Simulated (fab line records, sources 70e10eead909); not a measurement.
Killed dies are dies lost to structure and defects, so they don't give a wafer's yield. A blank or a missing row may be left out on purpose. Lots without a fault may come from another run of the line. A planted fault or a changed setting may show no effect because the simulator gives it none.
Chamber matching | flow nand_harc | NHARC_A_SGD_CUT_DEP_00 on pecvd-01: 3 sister chambers
The step deposits SiNx, target thk 50 nm. 6 wafers are shown with their chamber, then 7 later ones without.

WAFERS WITH THEIR CHAMBER
wafer  | chamber | heater_power_w (W) | susceptor_temp_C (C)
L771.6 | 1       | 682                | 400.24
L779.3 | 2       | 667                | 400.67
L779.4 | 0       | 849                | 399.91
L779.6 | 0       | 866                | 400.08
L783.4 | 1       | 579                | 399.98
L783.5 | 2       | 610                | 400.01

WAFERS WITHOUT THEIR CHAMBER
wafer  | heater_power_w (W) | susceptor_temp_C (C)
L783.6 | 863                | 400.02
L790.3 | 541                | 400.40
L790.5 | 552                | 399.95
L790.6 | 690                | 400.09
L791.2 | 851                | 399.87
L791.3 | 704                | 400.26
L791.6 | 576                | 399.92

WHICH CHAMBER EACH WENT THROUGH
wafer  | from the rows above          | in truth
L783.6 | 0                            | 0
L790.3 | can't be placed: 2 or 1      | 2
L790.5 | can't be placed: 1 or 2      | 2
L790.6 | can't be placed: 1 or 2      | 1
L791.2 | 0                            | 0
L791.3 | can't be placed: 2 or 1 or 0 | 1
L791.6 | can't be placed: 1 or 2      | 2
Placed correctly: 2 of 7. Can't be placed from these rows: 5 (the true chamber is among the candidates in 5). Placed wrongly: 0.
How it was worked out, from the rows above alone: a wafer's distance from a chamber is the root of the sum, over the readings, of the square of ((its reading less the chamber's mean) divided by the reading's scatter). The wafer belongs to the nearest chamber; if the next one is less than 2 further off, it can't be placed. A chamber's mean is the mean of its shown wafers. The scatter: the root of (the sum of the squares of (reading less its chamber's mean) over the shown wafers, divided by (wafers less chambers)).
